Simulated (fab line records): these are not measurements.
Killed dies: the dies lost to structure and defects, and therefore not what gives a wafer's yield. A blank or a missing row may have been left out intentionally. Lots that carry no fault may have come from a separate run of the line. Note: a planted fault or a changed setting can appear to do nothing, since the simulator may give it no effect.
Comparing a struck lot with a sound one    flow n5 finfet    38 out of 1938 route steps
Sound: wafers L315.1, L315.4, L315.6. Struck: wafer L322.4 (left out: L322.2, L322.6 of the same lot, which were not struck); the cause appears at the end.
For every step that has rows: the tool of each side, followed by ch and its chambers, followed by its first start. Under that, the readings that differ: sound wafers    struck wafers    difference of the means    sigmas: that difference in standard deviations of wafers without a fault.
alike: a reading whose means differ by less than 2 such deviations, as well as words and numbers matching on both sides. not compared: withheld readings; readings where some wafer has no value; bounds like >300 that might hide an equal value; numbers whose values overlap and for which the record gives no deviation.
A row with sigmas, a row that says differs or no value, or rows on one side alone: a step with any of these is where the two part. Numbers that don't overlap but have no deviation are shown without sigmas and don't part them. A reading missing from all wafers of one side parts the sides only when that side holds two or more wafers.

first, 11 steps without rows for these wafers: N5_SD_EPI_N_SD_RECESS_17 (chemistry HBr/Cl2/O2, target depth 41 nm, time 23.7 s, bt time 3 s); N5_SD_EPI_N_STRIP_38 (strips in N2/H2); N5_SD_EPI_N_WET_ETCH_43 (etches SiO2 in dHF, time 14 s, target depth 1.5 nm); N5_SD_EPI_N_STRIP_18 (strips in SPM, time 750 s); N5_SD_EPI_N_SRD_20 (time 30 s); N5_SD_EPI_N_PRECLEAN_48 (cleans in NF3:NH3, afs cycles 2, time 20 s, sublimation time 60 s); N5_SD_EPI_N_VAPOR_ETCH_50 (etches Si in HCl, time 54 s); N5_SD_EPI_N_EPI_21 (deposits Si:P, time 690 s); N5_SD_EPI_N_PRECLEAN_24 (cleans in O3/DIW, time 60 s); N5_SD_EPI_N_SRD_25 (time 30 s); N5_SD_EPI_N_PRECLEAN_49 (cleans in NF3:NH3, afs cycles 1, time 20 s, sublimation time 60 s).
N5_SD_EPI_N_LINER_46: material SiNx, target thk 3 nm.
  sound on ald sin-04 ch 0,1, day 4 05:43; struck on ald sin-04 ch 1, day 6 01:53
reading                                      sound  struck  difference  sigmas
model.SiNx_of_SD_EPI_N_LINER_46.thk nm (nm)  3 3 3  3.6     +0.6        
  alike: chamber pressure Torr, heater power w
then, 21 steps without rows for these wafers: N5_SD_EPI_P_COAT_34 (time 60 s, resist thk 350 nm); N5_SD_EPI_P_COAT_35 (time 60 s, resist thk 35 nm); N5_SD_EPI_P_COAT_03 (resist thk 150 nm); N5_SD_EPI_P_EBR_05; N5_SD_EPI_P_SOFTBAKE_04 (time 60 s); N5_SD_EPI_P_EXPOSE_06 (exposes mask SD P BLK, target cd 240 nm); N5_SD_EPI_P_PEB_07 (peb time 60 s); N5_SD_EPI_P_DEVELOP_08 (develop time 30 s); N5_SD_EPI_P_DESCUM_14 (chemistry O2, time 7.9 s); N5_SD_EPI_P_ETCH_36 (etches SiARC in CF4, target depth 45.5 nm, time 75.8 s); N5_SD_EPI_P_ETCH_37 (etches SOC in N2/H2, overetch 108 nm, time 486 s); N5_SD_EPI_P_STRIP_38 (strips in N2/H2); N5_SD_EPI_P_ETCHBACK_46 (etches SiNx in CH3F/O2, stops on SiO2, target depth 17.5 nm); N5_SD_EPI_P_ETCH_47 (etches SiOCN in CH3F/O2, target depth 25 nm); N5_SD_EPI_P_ETCH_16 (etches SiO2 in CHF3/O2, target depth 5 nm); N5_SD_EPI_P_STRIP_50 (strips in CHF3/O2); N5_SD_EPI_P_SD_RECESS_17 (chemistry HBr/Cl2/O2, target depth 39.1 nm, bt time 3 s); N5_SD_EPI_P_WET_ETCH_45 (etches SiO2 in dHF, time 10.7 s, target depth 2 nm, rinse time 30 s); N5_SD_EPI_P_STRIP_40 (strips in N2/H2); N5_SD_EPI_P_PRECLEAN_52 (cleans in O3/DIW, time 60 s); N5_SD_EPI_P_SRD_20 (time 30 s).
N5_SD_EPI_P_PRECLEAN_51: cleans in NF3:NH3, afs cycles 1, time 20 s, sublimation time 60 s.
  sound on epi rpcvd-03 ch 0, day 4 07:28; struck on epi rpcvd-03 ch 0, day 6 03:31
reading                                      sound        struck  difference  sigmas
model.SiNx_of_SD_EPI_N_LINER_46.thk nm (nm)  2.6 2.6 2.6  3.2     +0.6        
  alike: chamber pressure Torr
then, 2 steps without rows for these wafers: N5_SD_EPI_P_VAPOR_ETCH_44 (etches SiGe30 in NF3/Ar, time 3.3 s); N5_SD_EPI_P_EPI_21 (deposits SiGe:B, time 355 s).
-- the record jumps here: 4 days lie between the struck wafers' starts before and after (it left off in module SD_EPI_P and takes up again in module BEOL_M4, whose first step shown is number 1111 of the route) --
N5_BEOL_M4_RC_MEAS_101:
  sound on prober-01 ch 0, day 8 22:21; struck on prober-01 ch 0, day 10 11:53
reading          sound              struck  difference  sigmas
DIBL_N (mV/V)    36.2 33.7 34.1     41.9    +7.2        +3
DIBL_P (mV/V)    35.5 31.3 33.4     40.4    +7.0        +2
IOFF_N (nA/um)   0.15 0.10 0.13     0.29    +0.16       +3
ION_N (uA/um)    672 630 696        713     +47         +3
REXT_P (ohm.um)  104.2 103.1 101.1  107.8   +5.0        +2
SS_N (mV/dec)    71.6 71.2 70.8     72.8    +1.6        +2
SS_P (mV/dec)    72.8 72.3 72.5     75.1    +2.6        +3
VT_N (mV)        251 261 250        244     -10         -2
  alike: IOFF_P, ION_P, VT_P
next, for these wafers, 1 step has no rows: N5_PASSIVATION_PROBE_49.

== WHERE THEY PART ==
Only at N5_BEOL_M4_RC_MEAS_101, within this record.

WHY: whatever the simulator had introduced
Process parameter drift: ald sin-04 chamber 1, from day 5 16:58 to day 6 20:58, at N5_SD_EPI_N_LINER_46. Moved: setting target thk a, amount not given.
